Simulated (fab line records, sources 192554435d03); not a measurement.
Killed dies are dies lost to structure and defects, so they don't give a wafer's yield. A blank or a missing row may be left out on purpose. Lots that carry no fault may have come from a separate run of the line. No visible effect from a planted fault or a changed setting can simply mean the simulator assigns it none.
One fault seen from 2 desks | flow n5 finfet | what lay behind the numbers comes last; until then each desk has only its own

== TOOL OWNER'S DESK, rie diel-05 ==
The tool's own readings at N5_SDB_ETCH_18 (etches SOC in N2/H2, target depth 100 nm, overetch 20 nm, time 150 s): means of the sampled wafers that have a number, for each lot that ran on this tool. If a lot's mean is further than 4 standard deviations from the usual mean, the lot is out of limits and carries the mark OUT (the distance appears in the brackets).
Columns: A = drypump motor current A at N5_SDB_ETCH_18, usual 5.8 A; B = h2 flow sccm at N5_SDB_ETCH_18, usual 200.0 sccm; C = oes product au at N5_SDB_ETCH_18, usual 0.70 a.u.; D = rf fwd power W at N5_SDB_ETCH_18, usual 837.3 W; E = rf vpp V at N5_SDB_ETCH_18, usual 525.9 V; F = showerhead plenum p Torr at N5_SDB_ETCH_18, usual 2.61 Torr; G = throttle valve pct at N5_SDB_ETCH_18, usual 17.74 %
lot  | first seen here | A   | B     | C    | D               | E                | F    | G
L391 | day 5 13:44     | 6.0 | 199.7 | 0.65 | 839.4           | 526.5            | 2.64 | 17.77
L394 | day 6 07:29     | 5.9 | 199.4 | 0.65 | 837.4           | 527.5            | 2.65 | 17.86
L404 | day 9 01:36     | 6.0 | 199.6 | 0.63 | 904.4 (+27) OUT | 514.4 (-6.4) OUT | 2.63 | 17.80
L407 | day 9 14:13     | 5.8 | 199.6 | 0.65 | 905.7 (+27) OUT | 514.0 (-6.6) OUT | 2.63 | 17.76
Finding of this desk: L404, L407 out of limits; the first was L404 at day 9 01:36, on rf fwd power W at N5_SDB_ETCH_18. In limits: L391, L394.

== FROM THE METROLOGY DESK ==
Means of the sampled wafers that have a number, per lot and without regard to the tool the lot ran on: this is what the gauges read. If a lot's mean is further than 4 standard deviations from the usual mean, the lot is out of limits and carries the mark OUT (the distance appears in the brackets). Shown here are 7 of its 11 readings, the ones lying furthest out on some lot.
Columns: A = cd nm at N5_SDB_CD_MEAS_11, usual 50.8 nm; B = DIBL_N at N5_BEOL_M4_RC_MEAS_101, usual 36.1 mV/V; C = DIBL_P at N5_BEOL_M4_RC_MEAS_101, usual 35.9 mV/V; D = IOFF_P at N5_BEOL_M4_RC_MEAS_101, usual 0.21 nA/um; E = ION_P at N5_BEOL_M4_RC_MEAS_101, usual 463 uA/um; F = SS_P at N5_BEOL_M4_RC_MEAS_101, usual 73.2 mV/dec; G = VT_P at N5_BEOL_M4_RC_MEAS_101, usual -250 mV
lot  | first seen here | A    | B    | C    | D    | E   | F    | G
L391 | day 5 13:13     | 50.4 | 37.9 | 37.6 | 0.23 | 465 | 73.9 | -247
L394 | day 6 04:35     | 51.6 | 34.5 | 34.5 | 0.22 | 462 | 73.1 | -247
L396 | day 6 22:49     | 51.9 | 36.1 | 33.9 | 0.18 | 454 | 72.9 | -253
L397 | day 7 07:41     | 49.8 | 35.9 | 35.9 | 0.20 | 458 | 73.1 | -250
L398 | day 7 09:17     | 51.3 | 37.0 | 36.7 | 0.21 | 459 | 73.1 | -251
L400 | day 7 16:23     | 52.2 | 36.0 | 36.1 | 0.25 | 471 | 73.1 | -245
L404 | day 9 00:54     | 49.6 | 34.0 | 33.3 | 0.20 | 468 | 72.2 | -252
L406 | day 9 07:26     | 50.4 | 35.9 | 36.9 | 0.19 | 462 | 72.9 | -250
L407 | day 9 13:59     | 51.1 | 37.2 | 34.8 | 0.18 | 457 | 73.2 | -253
Result from this desk: across the 9 lots, nothing is out of limits.

== TAKEN TOGETHER ==
The tool owner's desk had the chance to raise an alarm at day 9 01:36 on L404, L407.
Metrology desk: nothing out of limits seen.
The metrology desk has L404, L407 on record, within its limits.
The lots listed all ran N5_SDB_ETCH_18 on rie diel-05.

== WHAT THE SIMULATOR PUT IN ==
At N5_SDB_ETCH_18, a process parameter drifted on rie diel-05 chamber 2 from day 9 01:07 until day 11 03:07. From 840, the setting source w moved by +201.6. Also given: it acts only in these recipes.
Shown lots that were struck: L404, L407.
How many hours passed from the start of the fault until each desk's first out-of-limits reading: the tool owner's desk, 0.
